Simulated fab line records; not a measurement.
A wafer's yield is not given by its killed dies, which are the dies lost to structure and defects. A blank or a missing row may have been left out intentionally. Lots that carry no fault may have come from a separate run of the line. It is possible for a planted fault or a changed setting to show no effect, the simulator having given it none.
Chamber matching / flow nand harc / NHARC_P_M2_PRE_CLEAN_32 on pecvd-01 has 3 sister chambers
The step time 12 s. 14 wafers are shown with their chamber, then 7 later ones without.

## WAFERS PAIRED WITH THEIR CHAMBERS
wafer=L289.2; chamber=2; heater power w (W)=786; rf fwd power W (W)=291.2
wafer=L289.4; chamber=2; heater power w (W)=786; rf fwd power W (W)=292.8
wafer=L289.6; chamber=0; heater power w (W)=659; rf fwd power W (W)=293.1
wafer=L290.1; chamber=2; heater power w (W)=780; rf fwd power W (W)=291.6
wafer=L290.2; chamber=0; heater power w (W)=645; rf fwd power W (W)=294.9
wafer=L290.4; chamber=1; heater power w (W)=573; rf fwd power W (W)=293.7
wafer=L292.1; chamber=0; heater power w (W)=659; rf fwd power W (W)=293.2
wafer=L292.3; chamber=2; heater power w (W)=752; rf fwd power W (W)=291.9
wafer=L292.4; chamber=0; heater power w (W)=643; rf fwd power W (W)=293.4
wafer=L293.4; chamber=2; heater power w (W)=698; rf fwd power W (W)=292.6
wafer=L293.5; chamber=0; heater power w (W)=707; rf fwd power W (W)=290.6
wafer=L293.6; chamber=1; heater power w (W)=571; rf fwd power W (W)=294.3
wafer=L301.1; chamber=0; heater power w (W)=623; rf fwd power W (W)=291.7
wafer=L301.2; chamber=2; heater power w (W)=774; rf fwd power W (W)=293.2

SIGNATURES (averages over the wafers above)
reading=heater power w; chamber 0=656.00; chamber 1=572.00; chamber 2=762.67; scatter within a chamber=29.9
reading=rf fwd power W; chamber 0=292.817; chamber 1=294.000; chamber 2=292.217; scatter within a chamber=1.14
Rule: distance of a wafer from a chamber = root of the sum over the readings of ((wafer's reading minus chamber's mean) / reading's scatter) squared. The wafer belongs to the nearest chamber; if the next one is less than 2 further off, it can't be placed. The scatter is the square root of a quotient: the sum, over the shown wafers, of each reading's squared deviation from its chamber's mean, divided by wafers minus chambers.

## WAFERS WHOSE CHAMBER IS MISSING
wafer=L301.6; heater power w (W)=582; rf fwd power W (W)=293.3
wafer=L304.3; heater power w (W)=799; rf fwd power W (W)=291.0
wafer=L304.4; heater power w (W)=699; rf fwd power W (W)=291.9
wafer=L304.5; heater power w (W)=670; rf fwd power W (W)=293.0
wafer=L308.2; heater power w (W)=746; rf fwd power W (W)=290.4
wafer=L308.4; heater power w (W)=698; rf fwd power W (W)=291.1
wafer=L308.6; heater power w (W)=740; rf fwd power W (W)=293.0

## CHAMBER TAKEN BY EACH
wafer=L301.6; from the rows above=can't be placed: 1 or 0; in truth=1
wafer=L304.3; from the rows above=2; in truth=2
wafer=L304.4; from the rows above=can't be placed: 0 or 2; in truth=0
wafer=L304.5; from the rows above=0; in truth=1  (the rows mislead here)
wafer=L308.2; from the rows above=can't be placed: 2 or 0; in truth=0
wafer=L308.4; from the rows above=can't be placed: 0 or 2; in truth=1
wafer=L308.6; from the rows above=can't be placed: 2 or 0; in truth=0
Correctly placed: 1 of 7. Cannot be placed on the basis of these rows: 5; the candidates contain the true chamber in 4. 1 placed wrongly.
